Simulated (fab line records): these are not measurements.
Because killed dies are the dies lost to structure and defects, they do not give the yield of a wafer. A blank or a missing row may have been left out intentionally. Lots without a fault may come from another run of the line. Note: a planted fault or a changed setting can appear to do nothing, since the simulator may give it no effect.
Chamber matching -- flow n5Finfet -- N5_BEOL_M10_DESCUM_33 on rieDiel-06 has 4 sister chambers
The step chemistry O2, time 7.9 s. 8 wafers are shown with their chamber, then 12 later ones without.

== WAFERS, EACH WITH ITS CHAMBER ==
wafer,chamber,showerheadPlenumPTorr (Torr),throttleValvePct (%)
L076.6,1,2.03,20.17
L078.6,2,2.14,20.45
L084.6,3,1.98,20.56
L087.2,3,1.98,20.56
L087.6,0,2.16,21.01
L086.1,0,2.16,21.02
L086.3,2,2.13,20.45
L086.5,1,2.03,20.23

== WAFERS MISSING THEIR CHAMBER ==
wafer,showerheadPlenumPTorr (Torr),throttleValvePct (%)
L091.2,2.02,20.23
L091.5,2.13,20.48
L091.6,2.02,20.21
L095.2,1.97,20.59
L095.5,2.02,20.23
L095.6,2.16,20.57
L096.1,1.97,20.59
L096.2,2.16,20.58
L096.5,2.16,20.57
L097.3,2.01,20.26
L097.4,2.01,20.25
L097.5,2.12,20.10

== CHAMBER TAKEN BY EACH ==
wafer,from the rows above,in truth
L091.2,1,1
L091.5,2,2
L091.6,1,1
L095.2,3,3
L095.5,1,1
L095.6,2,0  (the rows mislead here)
L096.1,3,3
L096.2,2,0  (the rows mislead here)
L096.5,2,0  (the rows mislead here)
L097.3,1,1
L097.4,1,1
L097.5,2,2
9 of 12 placed correctly. Can't be placed from these rows: 0. 3 placed wrongly.
How it was worked out, from the rows above alone: a wafer's distance from a chamber is the root of the sum, over the readings, of the square of ((its reading less the chamber's mean) divided by the reading's scatter). The wafer belongs to the nearest chamber; if the next one is less than 2 further off, it can't be placed. For every chamber, the mean is computed from those of its wafers that are shown. The scatter: the root of (the sum of the squares of (reading less its chamber's mean) over the shown wafers, divided by (wafers less chambers)).
